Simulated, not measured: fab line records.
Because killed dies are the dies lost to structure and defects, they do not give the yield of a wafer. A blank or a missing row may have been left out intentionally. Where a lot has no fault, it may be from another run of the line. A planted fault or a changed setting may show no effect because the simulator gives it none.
Split-lot study -- flow n5-finfet -- 7 lots, 21 wafers read, on a route of 1938 steps

SPLIT DETAILS
At N5_BEOL_M9_HM_DEP_02 (deposits TiN, target thk 20 nm), the setting target-thk-a was moved away from the recipe's 200 angstrom on 8 of the 21 wafers read, by -12.5% to +12.5%. The other wafers ran this setting at the recipe's value.

FROM THE SPLIT TO THE READING: what the file shows between them, 16 steps
- N5_BEOL_M9_EXPOSE_08: exposes mask M9 (also split here: dose-mj)
- N5_BEOL_M9_PEB_09: peb time 60 s
- N5_BEOL_M9_DEVELOP_10: develop time 30 s
- N5_BEOL_M9_CD_MEAS_11: target cd 64.1 nm
- N5_BEOL_M9_DESCUM_16: chemistry O2, time 7.9 s
- N5_BEOL_M9_ETCH_61: etches SiARC in CF4, target depth 39 nm, time 65 s
- N5_BEOL_M9_ETCH_62: etches SOC in N2/H2, target depth 110 nm, overetch 22 nm, time 165 s
- N5_BEOL_M9_STRIP_68: strips in N2/H2
- N5_BEOL_M9_STRIP_67: strips in CF4
- N5_BEOL_M9_HM_OPEN_17: chemistry Cl2/BCl3, target TiN, target depth 20 nm, overetch 6 nm
- N5_BEOL_M9_STRIP_19: strips in O2
- N5_BEOL_M9_CD_MEAS_18: pitch 140 nm, target cd 70 nm
- N5_BEOL_M9_COAT_63: time 60 s, resist thk 60 nm
- N5_BEOL_M9_COAT_64: time 60 s, resist thk 12 nm
- N5_BEOL_M9_STRIP_73: strips in C4F6/O2
- N5_BEOL_M9_STRIP_36: strips in N2/H2

THE READING
TiN_of_BEOL_M9_HM_DEP_02.thk-nm (the simulator's own value, which no gauge read), in nm, at N5_BEOL_M9_TRENCH_ETCH_37 (etches SiCOH lowk in C4F6/O2, target depth 151.43 nm, time 49 s). No usual value for it is given in the file. Across the 13 wafers here that went through the recipe, the average is 15.6 nm and the standard deviation 0.21 nm.

wafer,"tool, chamber at the split","target-thk-a as run, angstrom",against the recipe,"TiN_of_BEOL_M9_HM_DEP_02.thk-nm, nm",against lot-mates on the recipe
L075.1,"pvd-sputter-01, -",225,+12.5%,18.2,no lot-mate on the recipe
L075.2,"pvd-sputter-01, -",225,+12.5%,18.6,no lot-mate on the recipe
L075.3,"pvd-sputter-01, -",225,+12.5%,18.4,no lot-mate on the recipe
L076.2,"pvd-sputter-01, -",220.9,+10.5%,18,no lot-mate on the recipe
L076.6,"pvd-sputter-01, -",220.9,+10.5%,18,no lot-mate on the recipe
L076.4,"pvd-sputter-01, -",220.9,+10.5%,17.8,no lot-mate on the recipe
L081.2,"pvd-sputter-01, -",200,recipe,15.6,-
L081.6,"pvd-sputter-01, -",200,recipe,15.6,-
L081.3,"pvd-sputter-01, -",200,recipe,15.4,-
L086.1,"pvd-sputter-02, -",175.1,-12.5%,13.2,-2.8
L086.3,"pvd-sputter-02, -",200,recipe,16.2,-
L086.5,"pvd-sputter-02, -",200,recipe,15.8,-
L087.3,"pvd-sputter-03, -",200,recipe,15.8,-
L087.4,"pvd-sputter-03, -",200,recipe,15.6,-
L087.5,"pvd-sputter-03, -",200,recipe,15.6,-
L091.2,"pvd-sputter-02, -",192.2,-3.9%,15,-0.5
L091.3,"pvd-sputter-02, -",200,recipe,15.6,-
L091.4,"pvd-sputter-02, -",200,recipe,15.4,-
L092.1,"pvd-sputter-03, -",200,recipe,15.4,-
L092.6,"pvd-sputter-03, -",200,recipe,15.4,-
L092.4,"pvd-sputter-03, -",200,recipe,15.6,-

THE FIT
A straight line over all 21 wafers: TiN_of_BEOL_M9_HM_DEP_02.thk-nm changes by +0.214 nm for each +1% of target-thk-a; r = +0.99; the points scatter about the line by 0.21 nm.
The same after taking each lot's own level away (the mean of its wafers on the recipe; 15 wafers): +0.218 nm for each +1%; r = +0.98; scatter 0.15 nm.
According to that fit, moving target-thk-a by its largest amount changes the reading by 2.7 nm.
The span of the lots' own levels, 15.47 to 16.00 nm, comes to 2.5 times the standard deviation stated above.
Consequently the slope shifts little with the lot-to-lot level, the two slopes agreeing.
Check: -1.6 nm against its lot-mates is what the line predicts for one of the wafers moved furthest among these (-12.5%) when that wafer is left out of the fit. It came out at -2.8 nm against them.

THESE WAFERS: OTHER SPLITS
These wafers also went through other splits before the reading. Each is held against what the fit with the lots' levels taken away leaves over:
other split on the same wafers,wafers away from the commonest value,r with TiN_of_BEOL_M9_HM_DEP_02.thk-nm (lot level and that fit taken away)
N5_BEOL_M6_DESCUM_33 time-s,5,-0.17
N5_BEOL_M7_ETCH_66 time-s,3,-0.30
N5_BEOL_M7_VIA_ETCH_34 source-w,8,+0.08
N5_BEOL_M8_TRENCH_ETCH_37 bias-w,10,+0.14
N5_BEOL_M9_EXPOSE_08 dose-mj,4,-0.06

THE WHOLE CHAIN: every reading that the file lists as answering this split, in the file's order
step,what it does,reading,change (the file's fit),r (the file's)
N5_BEOL_M9_HM_DEP_02,"deposits TiN, target thk 20 nm","TiN_of_BEOL_M9_HM_DEP_02.thk-nm (the simulator's own value, which no gauge read)",+0.202 nm for each +1% of the setting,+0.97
N5_BEOL_M9_HM_OPEN_17,"chemistry Cl2/BCl3, target TiN, target depth 20 nm, overetch 6 nm","etch.depth-nm (the simulator's own value, which no gauge read)",+0.208 nm for each +1% of the setting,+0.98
N5_BEOL_M9_TRENCH_ETCH_37,"etches SiCOH lowk in C4F6/O2, target depth 151.43 nm, time 49 s","TiN_of_BEOL_M9_HM_DEP_02.thk-nm (the simulator's own value, which no gauge read)",+0.216 nm for each +1% of the setting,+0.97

THE FILE'S OWN FIT
TiN_of_BEOL_M9_HM_DEP_02.thk-nm changes by +0.216 nm for each +1% of target-thk-a, r = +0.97.
